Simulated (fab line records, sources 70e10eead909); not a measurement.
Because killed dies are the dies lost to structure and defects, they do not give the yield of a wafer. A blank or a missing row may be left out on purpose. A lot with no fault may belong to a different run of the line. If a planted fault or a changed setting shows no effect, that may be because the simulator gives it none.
The tool behind it: which one? -- flow nandHarc -- 6 lots with 18 wafers sampled at 4 steps, on a route of 1302 steps

WHAT THE GAUGES SHOWED, per wafer
NHARC_END_WLT_00.
lot,measured,on,VT_DECK1_BOTTOM
L952,day 24 06:17,prober-02,0.870 0.882 0.876
L954,day 25 08:31,prober-02,0.874 0.872 0.862
L957,day 26 08:21,prober-02,0.870 0.857 0.870
L959,day 27 07:31,prober-02,0.873 0.869 0.872
L972,day 33 10:16,prober-02,0.874 0.867 0.866
L974,day 34 03:34,prober-02,0.880 0.868 0.880

EACH LOT AND THE TOOL THAT RAN IT (in order: tool; ch and the chambers of the sampled wafers; start)
lot,NHARC_A_DECK1_JOINT_DEP_06,NHARC_THIN_TSV_PVD_51,NHARC_THIN_TSV_CMP_21
L952,"fcvd-01 ch 0, day 11 17:58","pvdSputter-03, day 23 20:50 or earlier","cmp-04 ch 0,2,3, day 23 20:50"
L954,"fcvd-02 ch 0,1, day 13 01:10","pvdSputter-03, day 25 02:18 or earlier","cmp-03 ch 1,2, day 25 02:18"
L957,"fcvd-02 ch 0,1, day 14 02:35","pvdSputter-01, day 26 00:20 or earlier","cmp-02 ch 0,3, day 26 00:20"
L959,"fcvd-02 ch 0,1, day 15 01:13","pvdSputter-01, day 26 23:44 or earlier","cmp-04 ch 0,1, day 26 23:44"
L972,"fcvd-02 ch 0,1, day 20 17:24","pvdSputter-02, day 33 01:20 or earlier","cmp-02 ch 2,3, day 33 01:20"
L974,"fcvd-02 ch 1, day 21 03:58","pvdSputter-03, day 33 19:29 or earlier","cmp-03 ch 1,3, day 33 19:29"
- NHARC_A_DECK1_JOINT_DEP_06: deposits SiOx, target thk 80 nm.
- NHARC_THIN_TSV_PVD_51: deposits Cu, target thk 100 nm.
- NHARC_THIN_TSV_CMP_21: polishes, t overpolish 30 s, target thk 2000 nm.

THE ANSWER, worked out from the rows above alone
Rule: usual is defined by the lots themselves. The widest of any qualifying gaps counts: lots, ordered by their means at a reading, are off when they make up no more than a third of the lots, leave a main group of 4 or more, and stand apart from it by 3 or more times the standard deviation of that group's means. A main group is skipped when, at the precision printed for the reading in the tables above, its means are all equal. Also off: a lot with no number at a reading for which 4 or more lots have one. Any other lot the step has rows for is counted as sound.
Nothing can be told from this: no lot is off at any reading shown.

WHAT THE SIMULATOR HAD PUT IN
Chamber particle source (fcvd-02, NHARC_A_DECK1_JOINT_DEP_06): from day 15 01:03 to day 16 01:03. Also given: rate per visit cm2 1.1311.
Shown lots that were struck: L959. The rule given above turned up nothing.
